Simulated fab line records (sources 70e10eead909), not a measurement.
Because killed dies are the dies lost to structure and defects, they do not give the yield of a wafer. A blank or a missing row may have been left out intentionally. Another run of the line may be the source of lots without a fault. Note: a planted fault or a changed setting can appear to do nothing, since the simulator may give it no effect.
fab line records	flow nandHarc
record lots=24	wafers=72	lastDay=33
route steps=1302 shown P_M1@298 P_M2@330 P_BONDPAD@368
lots untouched by any fault: they come from a run of this same line in which no faults occurred
startH: the number of hours between the record's first day and the start of the first shown wafer of the lot	waitH: how many hours have passed since the lot's step before this one	" as in the row above	L1.1+2: a single row standing in for several wafers	- no value, or no start given	* or withheld: withheld	< > ~ a bound
route shown NAME@n: a module of which the file shows steps, and the number in the route of the first	usual: mean/standard deviation of fault-free wafers	same: alike in all rows	chamber/n: place in a boat	sites: each site's reading	_std_site: the standard deviation of these	_edge_site: outer sites' mean less inner sites'	radiusMm: how far each site lies from the wafer's centre	mask NAME#n: copy n	behind: the last tool/chamber to shape the wafer	hold: what put the lot on hold/how long, in hours/how the hold closed	device: whichever transistor did not switch (one of n, p or np)	end of line: the route-end tests of the same wafers	a step with no rows: only its recipe	killed: dies that structure and defects cost at the first sort, which is not the same as the wafer's yield	map: a wafer's dies, x killed, . not, _ none there
set.NAME: the setting the step ran with; set.NAME@STEP: the setting that earlier step ran with	model.NAME: the simulator's own value behind a step, which no gauge read
one table for each step of the route and one row for each wafer, over a sample of lots
services: the hour from which a tool's chamber was out of use, counted from the record's first day as startH (under 0 if before that day), plus the number of hours and why
## steps
# step NHARC_P_M1_DESCUM_14
# recipe timeS=3	o2FlowSccm=200	arFlowSccm=0	biasPowerW=0	chemistry=O2
# usual drypumpMotorCurrentA=5.5/0.4	oesProductAu=1.002/0.0083	rfVppV=57.7/0.92	showerheadPlenumPTorr=1.90/0.09	throttleValvePct=11.311/0.009
lot.wafer	tool	chamber	startH	waitH	drypumpMotorCurrentA	oesProductAu	rfHoursCounterH	rfVppV	showerheadPlenumPTorr	throttleValvePct
L075.2	rieDiel-12	0	129.96	0.1	5.8	0.997	2	57.5	2.01	11.298
L075.4	"	3	"	"	5.3	0.997	-	57.7	1.79	11.320
L075.5	"	2	"	"	4.9	1.005	-	57.6	1.96	11.309
L074.3	rieDiel-12	0	130.75	0.1	5.8	0.995	3	56.8	2.01	11.293
L074.4	"	0	"	"	5.8	1.009	-	59.0	2.01	11.313
L074.6	"	3	"	"	5.3	0.994	-	56.4	1.79	11.302
L076.4	rieDiel-06	2	150.34	0.1	5.8	1.001	2	58.5	2.03	11.312
L076.1	"	3	"	"	5.3	1.018	1	58.4	1.93	11.294
L076.5	"	1	"	"	5.6	1.008	-	59.1	1.78	11.333
L077.3	rieDiel-06	1	164.59	0.1	5.6	1.009	2	57.2	1.78	11.309
L077.6	"	0	"	"	6.4	0.990	-	56.9	1.78	11.310
L077.5	"	1	"	"	5.6	1.011	-	56.2	1.78	11.311
L078.3	rieDiel-12	1	165.90	0.1	5.5	0.992	3	57.5	1.88	11.318
L078.1	"	3	"	"	5.3	1.007	4	56.8	1.79	11.323
L078.4	"	0	"	"	5.8	0.990	4	58.5	2.01	11.301
L079.1	rieDiel-12	2	171.31	0.1	4.8	1.008	3	58.1	1.96	11.304
L079.5	"	0	"	"	5.8	0.996	-	60.2	2.01	11.308
L079.6	"	1	"	"	5.5	1.007	-	57.5	1.88	11.305
L080.3	rieDiel-12	0	191.73	0.1	5.8	0.993	6	58.6	2.01	11.302
L080.2	"	1	"	"	5.5	1.003	5	58.7	1.88	11.318
L080.6	"	3	"	"	5.3	1.002	-	55.7	1.79	11.312
L081.1	rieDiel-12	2	195.59	0.1	4.8	0.998	5	57.7	1.96	11.296
L081.4	"	3	"	"	5.2	0.975	6	57.2	1.79	11.307
L081.6	"	0	"	"	5.8	0.992	-	58.0	2.01	11.298
L082.3	rieDiel-12	2	204.35	0.1	4.8	1.003	6	57.2	1.96	11.319
L082.1	"	0	"	"	5.8	1.005	7	58.7	2.01	11.311
L082.4	"	1	"	"	5.5	0.996	5	57.9	1.88	11.313
L083.2	rieDiel-06	1	213.27	0.1	5.5	1.013	7	58.2	1.78	11.306
L083.6	"	1	"	"	5.6	1.012	-	56.5	1.78	11.309
L083.5	"	2	"	"	5.8	0.997	-	59.5	2.03	11.304
L084.4	rieDiel-06	3	231.33	0.1	5.3	1.021	8	57.8	1.92	11.313
L084.1	"	1	"	"	5.6	1.006	9	56.3	1.78	11.301
L084.6	"	3	"	"	5.3	1.025	-	56.6	1.93	11.307
L085.4	rieDiel-13	1	232.52	0.1	5.9	1.014	20	57.8	1.88	11.306
L085.3	"	2	"	"	5.1	1.008	23	58.8	1.98	11.305
L085.1	"	0	"	"	5.3	0.986	21	58.0	1.94	11.302
L086.2	rieDiel-12	1	249.60	0.1	5.5	1.006	8	57.4	1.88	11.310
L086.6	"	0	"	"	5.8	0.998	-	58.2	2.01	11.320
L086.5	"	1	"	"	5.5	1.001	-	57.2	1.88	11.314
L087.2	rieDiel-12	0	261.86	0.1	5.8	0.994	10	57.3	2.01	11.306
L087.3	"	2	"	"	4.9	1.004	9	56.6	1.96	11.308
L087.6	"	0	"	"	5.8	0.997	-	57.4	2.01	11.279
L089.3	rieDiel-06	1	274.66	0.1	5.6	1.005	13	58.6	1.77	11.310
L089.4	"	3	"	"	5.3	0.998	11	58.9	1.92	11.319
L089.6	"	1	"	"	5.5	1.002	-	56.1	1.78	11.309
L088.4	rieDiel-13	1	275.32	0.1	5.9	1.002	35	56.9	1.87	11.309
L088.2	"	2	"	"	5.1	1.008	38	56.6	1.98	11.317
L088.1	"	0	"	"	5.3	0.992	36	57.7	1.94	11.307
L090.1	rieDiel-06	0	286.32	0.1	6.3	0.991	13	56.8	1.78	11.303
L090.3	"	2	"	"	5.8	1.000	14	57.4	2.03	11.305
L090.5	"	0	"	"	6.3	0.983	-	57.3	1.78	11.308
L091.3	rieDiel-12	0	291.11	0.1	5.8	0.997	1	57.9	2.01	11.311
L091.4	"	3	"	"	5.3	1.002	-	56.2	1.78	11.321
L091.6	"	0	"	"	5.8	0.991	-	57.7	2.01	11.290
L092.1	rieDiel-13	0	305.77	0.1	5.3	0.997	43	56.7	1.94	11.319
L092.4	"	2	"	"	5.2	1.007	46	58.4	1.98	11.293
L092.5	"	1	"	"	5.9	1.001	-	59.2	1.87	11.302
L093.4	rieDiel-12	1	320.70	0.1	5.5	0.995	1	57.8	1.88	11.324
L093.6	"	3	"	"	5.3	1.010	-	56.2	1.78	11.324
L093.5	"	0	"	"	5.8	0.999	-	57.3	2.01	11.342
L094.2	rieDiel-12	3	325.65	0.1	5.3	1.012	3	57.7	1.78	11.314
L094.3	"	0	"	"	5.8	1.002	3	59.2	2.01	11.321
L094.4	"	2	"	"	4.9	1.007	3	57.9	1.96	11.302
L095.1	rieDiel-13	2	331.91	0.1	5.1	1.013	54	58.7	1.97	11.316
L095.4	"	1	"	"	5.9	1.001	-	56.8	1.87	11.305
L095.6	"	2	"	"	5.1	1.008	-	58.2	1.97	11.317
L096.4	rieDiel-12	0	352.78	0.1	5.8	0.991	4	58.0	2.01	11.319
L096.5	"	3	"	"	5.3	0.997	-	57.4	1.78	11.297
L096.6	"	0	"	"	5.8	1.003	-	57.4	2.01	11.314
L097.4	rieDiel-12	0	353.73	0.1	5.8	1.000	4	57.7	2.01	11.314
L097.2	"	1	"	"	5.5	0.999	3	57.8	1.88	11.319
L097.6	"	2	"	"	4.8	0.991	-	58.8	1.96	11.307
# step NHARC_P_M1_STRIP_18
# recipe powerW=1000	n2FlowSccm=150	h2FlowSccm=150	arFlowSccm=0	biasW=0	chemistry=N2/H2
# usual drypumpMotorCurrentA=5.6/0.43	oesProductAu=1.003/0.0096	rfVppV=90.5/1.1	showerheadPlenumPTorr=2.02/0.11	throttleValvePct=14.171/0.0085
lot.wafer	tool	chamber	startH	waitH	drypumpMotorCurrentA	oesProductAu	rfHoursCounterH	rfVppV	showerheadPlenumPTorr	throttleValvePct
L075.2	rieDiel-13	0	130.40	0.1	5.3	0.991	53	92.0	2.09	14.170
L075.4	"	1	"	"	5.9	0.989	52	90.4	2.01	14.174
L075.5	"	0	"	"	5.3	0.998	-	90.1	2.08	14.158
L074.3	rieDiel-12	3	131.24	0.1	5.3	1.007	2	88.7	1.90	14.177
L074.4	"	0	"	"	5.8	0.995	-	92.3	2.15	14.164
L074.6	"	3	"	"	5.3	0.983	-	88.6	1.90	14.163
L076.4	rieDiel-12	0	150.77	0.1	5.8	1.009	4	92.3	2.14	14.175
L076.1	"	1	"	"	5.5	1.010	2	90.9	2.01	14.161
L076.5	"	2	"	"	4.8	1.004	-	91.9	2.09	14.176
L077.3	rieDiel-12	0	164.96	0.1	5.8	0.988	4	90.8	2.14	14.183
L077.6	"	0	"	"	5.8	0.993	-	89.7	2.15	14.175
L077.5	"	1	"	"	5.5	1.006	-	91.7	2.01	14.166
L078.1	rieDiel-06	3	166.28	0.1	5.2	1.015	2	92.8	2.05	14.153
L078.3	"	0	"	"	6.4	1.001	2	90.1	1.90	14.169
L078.4	"	1	"	"	5.5	1.014	3	89.0	1.89	14.180
L079.1	rieDiel-12	3	171.72	0.1	5.3	1.013	4	89.1	1.90	14.159
L079.6	"	1	"	"	5.5	1.010	-	89.9	2.01	14.187
L079.5	"	2	"	"	4.8	1.007	-	91.0	2.09	14.175
L080.2	rieDiel-06	3	192.09	0.1	5.3	1.015	5	91.9	2.05	14.172
L080.3	"	2	"	"	5.8	1.009	5	91.8	2.17	14.172
L080.6	"	3	"	"	5.3	1.011	-	92.0	2.05	14.167
L081.4	rieDiel-06	1	195.97	0.1	5.6	1.010	6	88.8	1.89	14.172
L081.1	"	3	"	"	5.3	1.012	5	90.1	2.05	14.166
L081.6	"	0	"	"	6.4	0.984	-	88.9	1.90	14.167
L082.4	rieDiel-06	2	204.73	0.1	5.8	1.006	6	90.7	2.17	14.155
L082.3	"	3	"	"	5.3	1.017	5	89.5	2.05	14.173
L082.1	"	0	"	"	6.3	0.994	6	89.5	1.90	14.172
L083.2	rieDiel-06	0	213.65	0.1	6.4	0.991	6	90.8	1.90	14.166
L083.6	"	0	"	"	6.4	0.974	-	89.9	1.89	14.173
L083.5	"	1	"	"	5.6	1.011	-	87.7	1.89	14.146
L084.4	rieDiel-12	2	231.76	0.1	4.9	1.006	8	92.4	2.09	14.163
L084.1	"	3	"	"	5.3	1.004	8	90.5	1.90	14.178
L084.6	"	0	"	"	5.8	0.995	-	90.8	2.14	14.179
L085.1	rieDiel-06	1	232.93	0.1	5.5	1.011	9	90.6	1.89	14.182
L085.4	"	2	"	"	5.8	0.998	9	92.4	2.17	14.171
L085.3	"	3	"	"	5.3	1.010	8	91.3	2.05	14.175
L086.2	rieDiel-06	3	249.99	0.1	5.3	1.003	8	89.6	2.05	14.167
L086.5	"	2	"	"	5.8	1.007	-	90.6	2.17	14.174
L086.6	"	3	"	"	5.3	1.005	-	90.1	2.05	14.161
L087.2	rieDiel-06	0	262.26	0.1	6.4	1.006	10	89.1	1.89	14.167
L087.3	"	2	"	"	5.8	0.999	11	91.4	2.17	14.179
L087.6	"	0	"	"	6.4	0.992	-	88.4	1.89	14.169
L089.3	rieDiel-06	0	275.04	0.1	6.4	0.993	11	90.7	1.89	14.165
L089.4	"	1	"	"	5.5	1.002	13	89.3	1.89	14.159
L089.6	"	0	"	"	6.4	0.991	-	89.2	1.89	14.178
L088.2	rieDiel-06	2	275.69	0.1	5.8	1.001	12	91.3	2.17	14.162
L088.4	"	3	"	"	5.3	1.019	11	91.7	2.05	14.178
L088.1	"	0	"	"	6.4	0.986	11	90.4	1.89	14.174
L090.3	rieDiel-12	3	286.69	0.1	5.3	1.009	1	90.2	1.90	14.190
L090.1	"	2	"	"	4.8	1.006	0	91.8	2.09	14.171
L090.5	"	2	"	"	4.8	0.991	-	91.5	2.09	14.170
L091.3	rieDiel-06	3	291.54	0.1	5.3	1.006	13	91.1	2.05	14.182
L091.4	"	1	"	"	5.5	1.017	14	88.5	1.89	14.178
L091.6	"	3	"	"	5.3	1.005	-	90.0	2.05	14.169
L092.4	rieDiel-06	3	306.20	0.1	5.3	1.000	13	90.2	2.05	14.166
L092.1	"	0	"	"	6.3	0.976	14	91.3	1.89	14.173
L092.5	"	1	"	"	5.5	1.005	-	90.3	1.89	14.167
L093.4	rieDiel-13	1	321.14	0.1	5.9	0.980	47	90.3	1.99	14.167
L093.5	"	2	"	"	5.1	1.000	-	91.8	2.11	14.175
L093.6	"	3	"	"	5.5	1.007	-	90.8	2.06	14.176
L094.3	rieDiel-06	3	326.05	0.1	5.3	1.010	1	91.7	2.05	14.180
L094.2	"	0	"	"	6.3	1.015	1	89.6	1.89	14.187
L094.4	"	1	"	"	5.6	1.013	1	88.9	1.89	14.165
L095.1	rieDiel-13	3	332.31	0.1	5.5	0.994	54	90.6	2.06	14.168
L095.6	"	3	"	"	5.5	1.007	-	91.9	2.06	14.173
L095.4	"	2	"	"	5.1	0.997	-	92.1	2.11	14.185
L096.4	rieDiel-06	0	353.17	0.1	6.4	0.999	4	90.9	1.89	14.171
L096.5	"	3	"	"	5.3	1.011	-	91.1	2.05	14.170
L096.6	"	0	"	"	6.4	1.003	-	90.1	1.89	14.170
L097.4	rieDiel-06	2	354.11	0.1	5.8	1.010	4	91.4	2.17	14.170
L097.2	"	3	"	"	5.3	1.025	4	91.8	2.05	14.185
L097.6	"	2	"	"	5.8	1.017	-	91.0	2.17	14.165
# step NHARC_P_M1_DEP_33
# recipe targetThkA=300	tempC=370	targetThkNm=30	pressureTorr=3	flowSccm=200	rfW=450	material=SiCN
# usual chamberPressureTorr=3.000/0.0069	heaterPowerW=590/61
lot.wafer	tool	chamber	startH	waitH	chamberPressureTorr	heaterPowerW
L075.2	pecvd-02	1	133.01	0.1	2.992	591
L075.5	"	1	"	"	3.002	585
L075.4	"	0	"	"	3.008	521
L074.3	pecvd-02	2	133.57	0.1	2.998	547
L074.6	"	0	"	"	2.992	512
L074.4	"	1	"	"	2.992	562
L076.1	pecvd-04	1	153.06	0.1	3.004	610
L076.4	"	2	"	"	3.000	624
L076.5	"	0	"	"	3.001	587
L077.3	pecvd-02	1	167.35	0.1	2.998	565
L077.6	"	0	"	"	3.012	472
L077.5	"	1	"	"	2.997	552
L078.1	pecvd-01	1	168.68	0.1	2.992	714
L078.3	"	0	"	"	3.006	497
L078.4	"	1	"	"	2.991	708
L079.1	pecvd-01	0	174.05	0.1	2.998	580
L079.6	"	0	"	"	2.990	569
L079.5	"	1	"	"	2.997	662
L080.3	pecvd-01	0	194.48	0.1	2.997	532
L080.2	"	2	"	"	3.014	618
L080.6	"	1	"	"	2.993	581
L081.1	pecvd-01	1	198.29	0.1	2.993	640
L081.6	"	2	"	"	3.007	577
L081.4	"	0	"	"	2.995	548
L082.3	pecvd-04	2	207.17	0.1	3.004	612
L082.1	"	0	"	"	2.993	512
L082.4	"	2	"	"	3.002	638
L083.2	pecvd-04	0	215.98	0.1	3.002	513
L083.6	"	1	"	"	2.995	672
L083.5	"	2	"	"	3.007	695
L084.1	pecvd-01	1	234.11	0.1	2.993	705
L084.4	"	0	"	"	3.001	560
L084.6	"	1	"	"	3.002	696
L085.1	pecvd-01	1	235.23	0.1	2.997	684
L085.3	"	0	"	"	2.994	539
L085.4	"	1	"	"	3.001	703
L086.2	pecvd-04	0	252.35	0.1	2.996	591
L086.6	"	2	"	"	3.006	683
L086.5	"	1	"	"	3.012	640
L087.3	pecvd-02	1	264.57	0.1	3.008	558
L087.2	"	0	"	"	3.004	518
L087.6	"	1	"	"	3.010	558
L089.3	pecvd-01	0	277.49	0.1	2.990	522
L089.6	"	2	"	"	3.004	503
L089.4	"	0	"	"	3.005	521
L088.1	pecvd-01	1	278.03	0.1	3.006	602
L088.2	"	2	"	"	3.010	614
L088.4	"	0	"	"	3.009	519
L090.3	pecvd-01	1	289.10	0.1	3.008	646
L090.1	"	0	"	"	2.993	578
L090.5	"	0	"	"	2.990	568
L091.3	pecvd-04	0	293.95	0.1	3.003	578
L091.4	"	1	"	"	3.001	641
L091.6	"	2	"	"	3.006	664
L092.1	pecvd-04	2	308.57	0.1	3.007	612
L092.5	"	0	"	"	2.989	574
L092.4	"	1	"	"	2.998	660
L093.5	pecvd-04	1	323.79	0.2	3.003	586
L093.4	"	2	"	"	2.998	634
L093.6	"	0	"	"	3.000	595
L094.2	pecvd-04	2	328.70	0.1	3.000	698
L094.3	"	0	"	"	2.993	621
L094.4	"	1	"	"	2.986	661
L095.1	pecvd-04	2	334.80	0.1	3.002	667
L095.4	"	0	"	"	3.000	589
L095.6	"	2	"	"	3.005	656
L096.4	pecvd-02	0	355.66	0.2	3.016	511
L096.6	"	1	"	"	3.001	547
L096.5	"	2	"	"	2.983	490
L097.2	pecvd-01	1	356.45	0.1	3.003	706
L097.6	"	1	"	"	3.002	656
L097.4	"	2	"	"	3.003	561
# step NHARC_P_M2_INSPECT_11
# usual rawDefectCount=4.3/2.4
lot.wafer	tool	chamber	startH	waitH	rawDefectCount
L075.2	defectInspect-02	-	134.38	0.0	5
L075.4	"	-	"	"	4
L075.5	"	-	"	"	6
L074.3	defectInspect-01	-	134.94	0.0	3
L074.4	"	-	"	"	4
L074.6	"	-	"	"	3
L076.1	defectInspect-02	-	154.43	0.0	2
L076.4	"	-	"	"	3
L076.5	"	-	"	"	2
L077.3	defectInspect-01	-	168.56	0.0	9
L077.5	"	-	"	"	1
L077.6	"	-	"	"	4
L078.1	defectInspect-01	-	170.05	0.0	7
L078.3	"	-	"	"	3
L078.4	"	-	"	"	1
L079.1	defectInspect-02	-	175.35	0.0	0
L079.5	"	-	"	"	5
L079.6	"	-	"	"	2
L080.2	defectInspect-01	-	195.83	0.0	6
L080.3	"	-	"	"	5
L080.6	"	-	"	"	8
L081.1	defectInspect-02	-	199.66	0.0	3
L081.4	"	-	"	"	3
L081.6	"	-	"	"	2
L082.1	defectInspect-02	-	208.37	0.0	5
L082.3	"	-	"	"	11
L082.4	"	-	"	"	5
L083.2	defectInspect-02	-	217.33	0.0	8
L083.5	"	-	"	"	12
L083.6	"	-	"	"	5
L084.1	defectInspect-01	-	235.29	0.0	8
L084.4	"	-	"	"	7
L084.6	"	-	"	"	5
L085.1	defectInspect-01	-	236.60	0.0	10
L085.3	"	-	"	"	5
L085.4	"	-	"	"	3
L086.2	defectInspect-01	-	253.69	0.0	4
L086.5	"	-	"	"	9
L086.6	"	-	"	"	1
L087.2	defectInspect-01	-	265.91	0.0	2
L087.3	"	-	"	"	5
L087.6	"	-	"	"	3
L089.3	defectInspect-02	-	278.80	0.0	6
L089.4	"	-	"	"	7
L089.6	"	-	"	"	6
L088.1	defectInspect-01	-	279.40	0.0	7
L088.2	"	-	"	"	4
L088.4	"	-	"	"	5
L090.1	defectInspect-01	-	290.48	0.0	7
L090.3	"	-	"	"	3
L090.5	"	-	"	"	7
L091.3	defectInspect-01	-	295.24	0.0	2
L091.4	"	-	"	"	0
L091.6	"	-	"	"	4
L092.1	defectInspect-01	-	309.86	0.0	1
L092.4	"	-	"	"	4
L092.5	"	-	"	"	2
L093.4	defectInspect-02	-	324.91	0.0	7
L093.5	"	-	"	"	4
L093.6	"	-	"	"	6
L094.2	defectInspect-02	-	330.08	0.0	6
L094.3	"	-	"	"	2
L094.4	"	-	"	"	6
L095.1	defectInspect-02	-	336.09	0.0	2
L095.4	"	-	"	"	4
L095.6	"	-	"	"	7
L096.4	defectInspect-01	-	356.78	0.0	5
L096.5	"	-	"	"	2
L096.6	"	-	"	"	5
L097.2	defectInspect-01	-	357.72	0.0	0
L097.4	"	-	"	"	7
L097.6	"	-	"	"	5
# step NHARC_P_M2_ANNEAL_31
# recipe tempC=225	timeS=90
# usual wafer_temp_C_max=226.08/0.27
lot.wafer	tool	chamber	startH	waitH	wafer_temp_C_max
L075.2	rtpAnneal-01	0	136.25	0.4	225.85
L075.4	"	0	"	"	226.41
L075.5	"	0	"	"	225.90
L074.3	rtpAnneal-01	0	136.86	0.3	225.79
L074.4	"	0	"	"	225.88
L074.6	"	0	"	"	226.21
L076.1	rtpAnneal-02	0	156.25	0.3	226.44
L076.4	"	0	"	"	225.72
L076.5	"	0	"	"	225.97
L077.3	rtpAnneal-02	0	170.48	-	226.93
L077.5	"	0	"	"	226.18
L077.6	"	0	"	"	226.05
L078.1	rtpAnneal-01	0	171.87	-	225.72
L078.3	"	0	"	"	226.31
L078.4	"	0	"	"	225.83
L079.1	rtpAnneal-02	0	177.48	-	226.43
L079.5	"	0	"	"	226.01
L079.6	"	0	"	"	226.20
L080.2	rtpAnneal-01	0	197.70	0.3	225.95
L080.3	"	0	"	"	226.03
L080.6	"	0	"	"	225.96
L081.1	rtpAnneal-02	0	201.49	0.3	226.57
L081.4	"	0	"	"	226.46
L081.6	"	0	"	"	226.27
L082.1	rtpAnneal-01	0	210.20	-	226.07
L082.3	"	0	"	"	226.14
L082.4	"	0	"	"	225.66
L083.2	rtpAnneal-01	0	219.19	-	225.73
L083.5	"	0	"	"	225.94
L083.6	"	0	"	"	225.93
L084.1	rtpAnneal-01	0	237.59	-	226.25
L084.4	"	0	"	"	226.06
L084.6	"	0	"	"	225.92
L085.1	rtpAnneal-01	0	238.43	0.3	225.79
L085.3	"	0	"	"	225.82
L085.4	"	0	"	"	225.58
L086.2	rtpAnneal-02	0	255.61	-	226.18
L086.5	"	0	"	"	226.31
L086.6	"	0	"	"	226.07
L087.2	rtpAnneal-02	0	267.78	0.4	226.33
L087.3	"	0	"	"	225.69
L087.6	"	0	"	"	226.41
L089.3	rtpAnneal-01	0	280.73	-	226.30
L089.4	"	0	"	"	226.21
L089.6	"	0	"	"	226.22
L088.1	rtpAnneal-01	0	281.23	-	226.59
L088.2	"	0	"	"	226.20
L088.4	"	0	"	"	226.22
L090.1	rtpAnneal-01	0	292.33	0.3	226.53
L090.3	"	0	"	"	225.88
L090.5	"	0	"	"	226.23
L091.3	rtpAnneal-02	0	297.36	-	225.97
L091.4	"	0	"	"	226.07
L091.6	"	0	"	"	225.98
L092.1	rtpAnneal-02	0	311.70	-	225.94
L092.4	"	0	"	"	226.39
L092.5	"	0	"	"	226.29
L093.4	rtpAnneal-02	0	326.88	-	226.02
L093.5	"	0	"	"	225.93
L093.6	"	0	"	"	226.11
L094.2	rtpAnneal-01	0	331.97	0.4	226.04
L094.3	"	0	"	"	226.06
L094.4	"	0	"	"	226.19
L095.1	rtpAnneal-01	0	337.90	-	225.62
L095.4	"	0	"	"	225.58
L095.6	"	0	"	"	226.14
L096.4	rtpAnneal-01	0	358.75	-	225.73
L096.5	"	0	"	"	226.00
L096.6	"	0	"	"	226.06
L097.2	rtpAnneal-02	0	359.60	0.3	226.68
L097.4	"	0	"	"	226.13
L097.6	"	0	"	"	226.44
# step NHARC_P_BONDPAD_ETCH_37
# recipe targetDepthA=600	overetchA=180	timeS=65.91	ionEnergyEv=200	n2FlowSccm=150	h2FlowSccm=150	arFlowSccm=0	rfW=400	biasW=150	chemistry=N2/H2
# usual drypumpMotorCurrentA=5.6/0.52	oesProductAu=1.008/0.0096	rfVppV=431.0/2.5	showerheadPlenumPTorr=2.06/0.09	throttleValvePct=14.170/0.0089
lot.wafer	tool	chamber	startH	waitH	drypumpMotorCurrentA	oesProductAu	rfHoursCounterH	rfVppV	showerheadPlenumPTorr	throttleValvePct
L075.4	rieDiel-05	2	139.11	0.1	5.1	1.010	3.0	431.6	2.04	14.165
L075.2	"	0	"	"	6.5	1.010	3.0	432.8	2.15	14.179
L075.5	"	2	"	"	5.1	1.000	-	430.6	2.04	14.176
L074.4	rieDiel-05	1	139.66	0.1	5.2	1.002	3.2	429.6	1.99	14.167
L074.3	"	2	"	"	5.1	1.010	3.1	430.3	2.04	14.168
L074.6	"	2	"	"	5.1	0.996	-	431.1	2.04	14.166
L076.4	rieDiel-10	1	159.15	0.1	5.9	1.017	7.0	429.6	2.03	14.145
L076.1	"	0	"	"	5.8	1.004	6.7	427.7	2.00	14.177
L076.5	"	1	"	"	5.9	1.007	-	431.3	2.03	14.176
L077.3	rieDiel-01	0	173.16	0.1	5.1	1.002	4.5	430.7	2.02	14.180
L077.6	"	0	"	"	5.1	1.013	-	429.7	2.02	14.172
L077.5	"	1	"	"	5.4	1.006	-	434.1	2.20	14.183
L078.1	rieDiel-01	2	174.67	0.1	6.3	1.013	4.0	432.1	2.14	14.167
L078.3	"	3	"	"	5.3	0.993	4.7	428.0	1.95	14.174
L078.4	"	0	"	"	5.1	1.000	4.6	431.0	2.02	14.183
L079.1	rieDiel-10	0	180.26	0.1	5.8	1.005	8.2	429.5	2.00	14.161
L079.5	"	3	"	"	5.1	1.022	-	430.6	2.08	14.182
L079.6	"	0	"	"	5.8	0.997	-	429.6	2.00	14.171
L080.2	rieDiel-01	2	200.40	0.1	6.3	0.998	5.4	432.7	2.14	14.183
L080.3	"	3	"	"	5.3	0.989	6.0	428.7	1.95	14.186
L080.6	"	2	"	"	6.3	1.004	-	434.1	2.14	14.162
L081.1	rieDiel-05	0	204.27	0.1	6.5	1.007	4.9	433.2	2.15	14.162
L081.4	"	2	"	"	5.1	1.021	5.2	431.6	2.04	14.171
L081.6	"	3	"	"	6.1	1.021	-	428.2	1.91	14.175
L082.4	rieDiel-01	2	213.11	0.1	6.3	1.014	0.0	434.5	2.14	14.184
L082.3	"	0	"	"	5.1	1.005	0.0	430.6	2.02	14.143
L082.1	"	1	"	"	5.4	0.995	0.0	436.0	2.20	14.160
L083.2	rieDiel-01	0	222.04	0.1	5.1	1.005	0.1	430.5	2.02	14.170
L083.6	"	0	"	"	5.0	1.011	-	430.6	2.02	14.157
L083.5	"	1	"	"	5.4	1.005	-	435.3	2.20	14.176
L084.1	rieDiel-05	1	240.49	0.1	5.3	1.019	0.0	428.1	1.99	14.183
L084.4	"	2	"	"	5.2	1.004	0.0	429.8	2.04	14.173
L084.6	"	0	"	"	6.4	1.002	-	434.4	2.15	14.168
L085.1	rieDiel-05	1	241.32	0.1	5.3	1.028	0.1	429.3	1.99	14.157
L085.3	"	2	"	"	5.2	1.006	0.1	430.9	2.04	14.166
L085.4	"	3	"	"	6.1	1.005	0.1	426.5	1.91	14.158
L086.2	rieDiel-05	1	259.32	0.1	5.3	1.027	0.8	428.8	1.99	14.168
L086.6	"	2	"	"	5.1	1.009	-	432.0	2.04	14.182
L086.5	"	3	"	"	6.1	1.021	-	426.8	1.91	14.160
L087.3	rieDiel-01	0	270.50	0.1	5.1	1.001	1.6	430.5	2.02	14.172
L087.2	"	1	"	"	5.4	0.999	1.8	433.3	2.20	14.172
L087.6	"	1	"	"	5.4	0.997	-	435.1	2.20	14.167
L089.4	rieDiel-10	3	283.53	0.1	5.1	1.013	2.2	431.4	2.07	14.170
L089.3	"	0	"	"	5.8	0.988	1.4	430.0	2.00	14.162
L089.6	"	0	"	"	5.8	0.993	-	429.1	2.00	14.173
L088.1	rieDiel-10	3	284.12	0.1	5.1	1.035	2.3	431.2	2.07	14.161
L088.2	"	0	"	"	5.8	1.004	1.5	429.1	2.00	14.173
L088.4	"	2	"	"	5.0	1.025	2.2	434.8	2.16	14.162
L090.1	rieDiel-10	3	295.24	0.1	5.1	1.011	2.9	431.5	2.07	14.179
L090.3	"	0	"	"	5.8	1.002	2.6	430.5	2.00	14.171
L090.5	"	3	"	"	5.1	1.009	-	430.9	2.07	14.170
L091.3	rieDiel-05	3	300.17	0.1	6.1	1.014	4.2	427.6	1.91	14.180
L091.4	"	0	"	"	6.5	1.004	2.8	433.8	2.15	14.160
L091.6	"	3	"	"	6.1	1.011	-	427.3	1.91	14.169
L092.4	rieDiel-01	2	314.60	0.1	6.3	1.008	3.0	433.0	2.14	14.178
L092.1	"	3	"	"	5.3	1.014	2.7	427.4	1.94	14.166
L092.5	"	3	"	"	5.3	0.999	-	427.9	1.94	14.185
L093.5	rieDiel-05	0	329.66	0.1	6.5	1.001	-	432.2	2.15	14.167
L093.4	"	1	"	"	5.2	1.014	-	429.4	1.99	14.155
L093.6	"	2	"	"	5.1	1.015	-	431.1	2.04	14.170
L094.3	rieDiel-01	1	334.70	0.1	5.4	1.009	3.5	433.8	2.20	14.151
L094.2	"	2	"	"	6.3	1.010	3.6	433.0	2.14	14.166
L094.4	"	3	"	"	5.3	1.002	3.4	428.0	1.94	14.178
L095.1	rieDiel-05	1	340.66	0.1	5.3	1.017	5.5	430.1	1.99	14.168
L095.4	"	2	"	"	5.2	1.013	5.8	431.2	2.04	14.184
L095.6	"	1	"	"	5.2	1.009	-	428.5	1.99	14.165
L096.4	rieDiel-01	2	361.51	0.1	6.3	1.013	4.2	432.0	2.14	14.174
L096.6	"	1	"	"	5.4	1.004	-	435.3	2.20	14.152
L096.5	"	2	"	"	6.3	1.003	-	432.7	2.14	14.166
L097.4	rieDiel-05	0	362.45	0.1	6.4	1.008	6.4	431.9	2.15	14.176
L097.2	"	3	"	"	6.0	1.007	7.3	427.3	1.91	14.168
L097.6	"	0	"	"	6.5	1.012	-	431.9	2.15	14.176
## services
tool	chamber	startH	hours	kind
rieDiel-12	2	110.85	8.3	repair
rieDiel-12	1	127.38	14.8	repair
pecvd-01	-	130.12	13.0	pm
rieDiel-06	-	130.20	9.0	pm
rieDiel-06	0	154.93	4.5	repair
rieDiel-01	3	164.12	4.4	repair
rieDiel-13	-	166.85	9.0	pm
rieDiel-06	3	199.18	2.7	repair
rieDiel-01	-	203.80	9.0	pm
rieDiel-01	-	221.23	0.6	repair
rieDiel-01	0	228.24	3.9	repair
rieDiel-13	-	228.64	1.2	repair
rieDiel-05	-	229.60	9.0	pm
rieDiel-12	0	233.15	14.6	repair
rieDiel-05	0	262.92	13.1	repair
rieDiel-12	-	268.40	9.0	pm
pecvd-04	-	269.14	13.0	pm
rieDiel-12	1	280.85	24.9	repair
rieDiel-06	-	307.20	9.0	pm
rieDiel-05	-	310.93	1.6	repair
pecvd-01	-	311.35	13.0	pm
rieDiel-05	3	327.42	6.9	repair
rieDiel-13	0	330.56	4.9	repair
rieDiel-01	0	357.06	4.0	repair
## key
fault none
